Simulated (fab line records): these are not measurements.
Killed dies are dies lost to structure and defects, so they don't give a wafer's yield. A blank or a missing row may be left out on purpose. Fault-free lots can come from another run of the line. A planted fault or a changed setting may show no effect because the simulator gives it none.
Which tool was responsible? + flow nandHarc + 36 wafers from 12 lots sampled at 3 of the route's 1159 steps

## WHAT EACH GAUGE READ, for each wafer
NHARC_P_CONTACT_CD_MEAS_12 targets a cd of 90 nm. Usual: cdNm 90.5 nm, standard deviation 0.96.
| lot  | measured     | on       | cdNm (nm)      | flag |
|------|--------------|----------|----------------|------|
| L513 | day 6 04:44  | cdSem-02 | 90.8 92.5 91.8 |      |
| L519 | day 7 13:35  | cdSem-02 | 93.8 96.0 95.0 | OFF  |
| L523 | day 8 18:25  | cdSem-03 | 91.1 90.5 90.7 |      |
| L522 | day 9 00:22  | cdSem-03 | 89.5 89.5 90.1 |      |
| L526 | day 9 04:17  | cdSem-01 | 89.8 89.7 90.2 |      |
| L527 | day 9 14:29  | cdSem-01 | 89.9 90.0 89.3 |      |
| L528 | day 9 18:53  | cdSem-03 | 91.4 90.2 90.9 |      |
| L530 | day 10 04:12 | cdSem-02 | 90.9 91.3 90.8 |      |
| L529 | day 10 04:54 | cdSem-02 | 91.6 91.8 90.2 |      |
| L531 | day 10 10:24 | cdSem-03 | 89.6 89.7 89.5 |      |
| L533 | day 10 18:14 | cdSem-02 | 91.1 92.4 92.2 |      |
| L532 | day 10 18:55 | cdSem-03 | 90.3 89.6 89.9 |      |

## WHICH TOOL RAN EACH LOT (tool, then ch and the chambers of the sampled wafers, then the start)
| lot  | NHARC_P_CONTACT_DEP_30          | NHARC_P_CONTACT_EXPOSE_09         |
|------|---------------------------------|-----------------------------------|
| L513 | pecvd-04 ch 0,1,2, day 6 03:11  | arfiScanner-02 ch 0, day 6 04:35  |
| L519 | pecvd-01 ch 1,2, day 7 12:02    | arfiScanner-02 ch 0, day 7 13:26  |
| L523 | pecvd-01 ch 0,1, day 8 17:04    | arfiScanner-02 ch 0, day 8 18:16  |
| L522 | pecvd-04 ch 0,1,2, day 8 22:49  | arfiScanner-02 ch 0, day 9 00:14  |
| L526 | pecvd-03 ch 1,2, day 9 02:53    | arfiScanner-02 ch 0, day 9 04:09  |
| L527 | pecvd-01 ch 0,1,2, day 9 12:56  | arfiScanner-01 ch 0, day 9 14:20  |
| L528 | pecvd-01 ch 0,2, day 9 17:28    | arfiScanner-01 ch 0, day 9 18:44  |
| L530 | pecvd-03 ch 0,1,2, day 10 02:44 | arfiScanner-02 ch 0, day 10 04:04 |
| L529 | pecvd-03 ch 0,1,2, day 10 03:28 | arfiScanner-02 ch 0, day 10 04:46 |
| L531 | pecvd-03 ch 0,1,2, day 10 08:52 | arfiScanner-01 ch 0, day 10 10:16 |
| L533 | pecvd-04 ch 0,1,2, day 10 16:47 | arfiScanner-01 ch 0, day 10 18:05 |
| L532 | pecvd-04 ch 0,1,2, day 10 17:27 | arfiScanner-03 ch 0, day 10 18:47 |
- NHARC_P_CONTACT_DEP_30: deposits SiNx, target thk 30 nm.
- NHARC_P_CONTACT_EXPOSE_09: exposes mask P CA, target cd 90 nm.

## WHAT THE TOOLS THEMSELVES READ (means of the sampled wafers that have a number; where no wafer has one, the mark that the record gives instead)
NHARC_P_CONTACT_DEP_30. Usual: heaterPowerW 664 W, standard deviation 74; susceptorTempC 399.99 C, standard deviation 0.22.
| lot  | tool     | heaterPowerW (W) | susceptorTempC (C) | flag |
|------|----------|------------------|--------------------|------|
| L513 | pecvd-04 | 660              | 399.88             |      |
| L519 | pecvd-01 | 643              | 399.99             |      |
| L523 | pecvd-01 | 787              | 399.97             |      |
| L522 | pecvd-04 | 614              | 399.90             |      |
| L526 | pecvd-03 | 686              | 400.12             |      |
| L527 | pecvd-01 | 713              | 400.10             |      |
| L528 | pecvd-01 | 586              | 400.17             |      |
| L530 | pecvd-03 | 676              | 399.99             |      |
| L529 | pecvd-03 | 639              | 400.10             |      |
| L531 | pecvd-03 | 702              | 399.98             |      |
| L533 | pecvd-04 | 641              | 399.83             |      |
| L532 | pecvd-04 | 647              | 400.08             |      |

NHARC_P_CONTACT_EXPOSE_09. Usual: focusOffsetNm 0.0 nm, standard deviation 0.56.
| lot  | tool           | focusOffsetNm (nm) | flag |
|------|----------------|--------------------|------|
| L513 | arfiScanner-02 | 0.4                |      |
| L519 | arfiScanner-02 | 0.5                |      |
| L523 | arfiScanner-02 | 0.1                |      |
| L522 | arfiScanner-02 | -0.1               |      |
| L526 | arfiScanner-02 | -0.0               |      |
| L527 | arfiScanner-01 | -0.5               |      |
| L528 | arfiScanner-01 | 0.7                |      |
| L530 | arfiScanner-02 | -0.3               |      |
| L529 | arfiScanner-02 | -0.3               |      |
| L531 | arfiScanner-01 | 0.6                |      |
| L533 | arfiScanner-01 | -0.9               |      |
| L532 | arfiScanner-03 | -0.4               |      |

## THE ANSWER, worked out from the rows above alone
Rule: a lot is off if the mean of its wafers that have a number lies more than 3 standard deviations from the usual mean. Also off: a lot with no number at a reading for which 4 or more lots have one. Any other lot the step has rows for is counted as sound. After the gauges, taken in route order, come the tools' own readings; for these a lot's mean is taken, as printed above. The first step at which some lot is off is used, and at that step the reading that is off furthest; a lot without a number counts as furthest.
Off at NHARC_P_CONTACT_CD_MEAS_12 (cdNm): L519.
A tool fits if, at a process step before that reading, it ran every lot that is off, and no sound lot after the first of them. The gauges at NHARC_P_CONTACT_CD_MEAS_12 are tried like those tools. Of those tried, none fits.

## WHAT THE SIMULATOR HAD PUT IN
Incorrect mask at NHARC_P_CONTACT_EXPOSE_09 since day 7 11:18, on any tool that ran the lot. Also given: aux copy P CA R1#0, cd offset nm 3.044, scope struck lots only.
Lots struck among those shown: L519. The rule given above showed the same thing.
